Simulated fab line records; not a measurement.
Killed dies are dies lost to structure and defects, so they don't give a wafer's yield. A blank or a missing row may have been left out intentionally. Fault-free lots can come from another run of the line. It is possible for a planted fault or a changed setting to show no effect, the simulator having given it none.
Which tool is to blame? + flow nand-harc + 12 lots with 36 wafers sampled at 2 steps, on a route of 1159 steps

WHAT EACH GAUGE READ, for each wafer
NHARC_P_M2_THK_MEAS_24: measures by xrf.
| lot  | measured     | on            | thk-nm (nm)       |
|------|--------------|---------------|-------------------|
| L074 | day 6 13:04  | film-metro-02 | 143.5 144.3 144.8 |
| L076 | day 7 00:11  | film-metro-01 | 145.5 144.9 142.2 |
| L079 | day 7 06:35  | film-metro-02 | 146.0 145.0 144.5 |
| L081 | day 8 02:59  | film-metro-02 | 140.6 144.0 143.2 |
| L083 | day 8 15:50  | film-metro-02 | 146.3 145.0 145.7 |
| L086 | day 9 14:17  | film-metro-01 | 146.0 141.7 146.8 |
| L088 | day 9 15:13  | film-metro-02 | 147.0 143.7 143.0 |
| L089 | day 9 23:06  | film-metro-02 | 145.0 142.6 145.5 |
| L092 | day 10 20:32 | film-metro-01 | 145.2 145.9 146.6 |
| L093 | day 10 22:38 | film-metro-01 | 143.6 144.4 143.5 |
| L095 | day 11 13:53 | film-metro-02 | 144.7 143.3 144.0 |
| L096 | day 11 18:25 | film-metro-01 | 143.1 144.7 145.4 |

EACH LOT AND THE TOOL THAT RAN IT (in order: tool; ch and the chambers of the sampled wafers; start)
| lot  | NHARC_P_M2_ETCH_35                 |
|------|------------------------------------|
| L074 | rie-diel-10 ch 0,1,3, day 6 10:11  |
| L076 | rie-diel-10 ch 0,1, day 6 21:44    |
| L079 | rie-diel-10 ch 0,2,3, day 7 04:14  |
| L081 | rie-diel-08 ch 0,2,3, day 8 00:37  |
| L083 | rie-diel-05 ch 1,2,3, day 8 13:24  |
| L086 | rie-diel-05 ch 1,2, day 9 11:49    |
| L088 | rie-diel-08 ch 0,2, day 9 12:50    |
| L089 | rie-diel-08 ch 0,1,3, day 9 20:40  |
| L092 | rie-diel-10 ch 0,1,2, day 10 18:00 |
| L093 | rie-diel-10 ch 0,3, day 10 20:05   |
| L095 | rie-diel-10 ch 2,3, day 11 11:13   |
| L096 | rie-diel-10 ch 1,2,3, day 11 16:01 |
- NHARC_P_M2_ETCH_35: etches the open film in N2/H2, target depth 40 nm, overetch 12 nm, time 43.94 s.

THE ANSWER, worked out from the rows above alone
Rule: what is usual is taken from the lots themselves. The widest of any qualifying gaps counts: lots, ordered by their means at a reading, are off when they make up no more than a third of the lots, leave a main group of 4 or more, and stand apart from it by 3 or more times the standard deviation of that group's means. A main group whose means are all the same, to the digits that the tables above print for the reading, isn't used. Also off: a lot with no number at a reading for which 4 or more lots have one. Any other lot the step has rows for is counted as sound.
No lot is off at any reading shown: from this, nothing can be told.

WHAT THE SIMULATOR PUT IN
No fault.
